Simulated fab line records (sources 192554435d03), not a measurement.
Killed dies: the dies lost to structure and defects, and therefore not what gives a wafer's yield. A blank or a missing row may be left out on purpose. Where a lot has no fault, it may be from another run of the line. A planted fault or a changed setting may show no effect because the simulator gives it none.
Lot-split experiment ; flow n5_finfet ; 21 wafers read from 7 lots, route of 1938 steps

## SPLIT DETAILS
At N5_BEOL_M14_DEP_53 (deposits SiCN from 3MS/NH3, target thk 50 nm, time 17.8 s), the setting time_s was moved away from the recipe's 17.8 s on 7 of the 21 wafers read, by -12.3% to -4.0%. The other wafers ran this setting at the recipe's value.

The split's own step is where the reading is taken.

## THE READING
SiCN_of_BEOL_M14_DEP_53.thk_nm (the simulator's own value, which no gauge read), in nm, at N5_BEOL_M14_DEP_53 (deposits SiCN from 3MS/NH3, target thk 50 nm, time 17.8 s). There is no usual value for it anywhere in the file. Across the 14 wafers here that went through the recipe, the average is 50.0 nm and the standard deviation 0.73 nm.

wafer;tool, chamber at the split;time_s as run, s;against the recipe;SiCN_of_BEOL_M14_DEP_53.thk_nm, nm;against lot-mates on the recipe
L076.1;pecvd-04, 2;17.8;recipe;50;-
L076.3;pecvd-04, 0;15.76;-11.5%;43.4;-6.4
L076.6;pecvd-04, 0;17.8;recipe;49.6;-
L077.3;pecvd-04, 1;17.8;recipe;48.8;-
L077.4;pecvd-04, 1;17.8;recipe;49.4;-
L077.6;pecvd-04, 2;15.61;-12.3%;44.8;-4.3
L078.2;pecvd-04, 1;17.8;recipe;49.2;-
L078.4;pecvd-04, 2;17.8;recipe;50.8;-
L078.5;pecvd-04, 0;17.8;recipe;49.6;-
L081.3;pecvd-04, 2,1;17.8;recipe;50.8;-
L081.4;pecvd-04, 2,1;17.8;recipe;50.8;-
L081.6;pecvd-04, 2;17.8;recipe;51;-
L091.2;pecvd-02, 2;16.37;-8.0%;45.8;-4.0
L091.3;pecvd-02, 0;17.8;recipe;49.4;-
L091.6;pecvd-02, 1;17.8;recipe;50.2;-
L095.3;pecvd-02, 2;16.6;-6.7%;46.8;-4.2
L095.4;pecvd-02, 2;16.6;-6.7%;47.8;-3.2
L095.5;pecvd-02, 1;17.8;recipe;51;-
L093.2;pecvd-04, 2;17.08;-4.0%;47.2;-2.2
L093.4;pecvd-04, 1;17.08;-4.0%;47;-2.4
L093.5;pecvd-04, 0;17.8;recipe;49.4;-
The file does not say which wafer passed through which chamber wherever a row lists several chambers: such a row stands for several wafers.

FIT RESULTS
A straight line over all 21 wafers: SiCN_of_BEOL_M14_DEP_53.thk_nm changes by +0.489 nm for each +1% of time_s; r = +0.93; the points scatter about the line by 0.8 nm.
The same after taking each lot's own level away (the mean of its wafers on the recipe; 21 wafers): +0.474 nm for each +1%; r = +0.96; scatter 0.59 nm.
According to that fit, moving time_s by its largest amount changes the reading by 5.8 nm.
From 49.10 to 51.00 nm: that is the span of the lots' own levels, equal to 2.6 times the standard deviation above.
Hence the lot-to-lot level has little effect on the slope; both slopes agree.
Check: with one of the wafers moved furthest among these (-12.3%) left out of the fit, the line predicts -6.7 nm for it against its lot-mates. It came out at -4.3 nm against them.

## THESE WAFERS: OTHER SPLITS
Other splits were also applied to these wafers ahead of the reading. Each is held against what the fit with the lots' levels taken away leaves over:
other split on the same wafers;wafers away from the commonest value;r with SiCN_of_BEOL_M14_DEP_53.thk_nm (lot level and that fit taken away)
N5_BEOL_M12_ILD_DEP_00 time_s;7;-0.21
N5_BEOL_M13_TRENCH_ETCH_34 time_s;9;+0.15
N5_BEOL_M14_SPUTTER_43 power_w;8;+0.24

## FILE'S OWN FIT
SiCN_of_BEOL_M14_DEP_53.thk_nm changes by +0.471 nm for each +1% of time_s, r = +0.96.
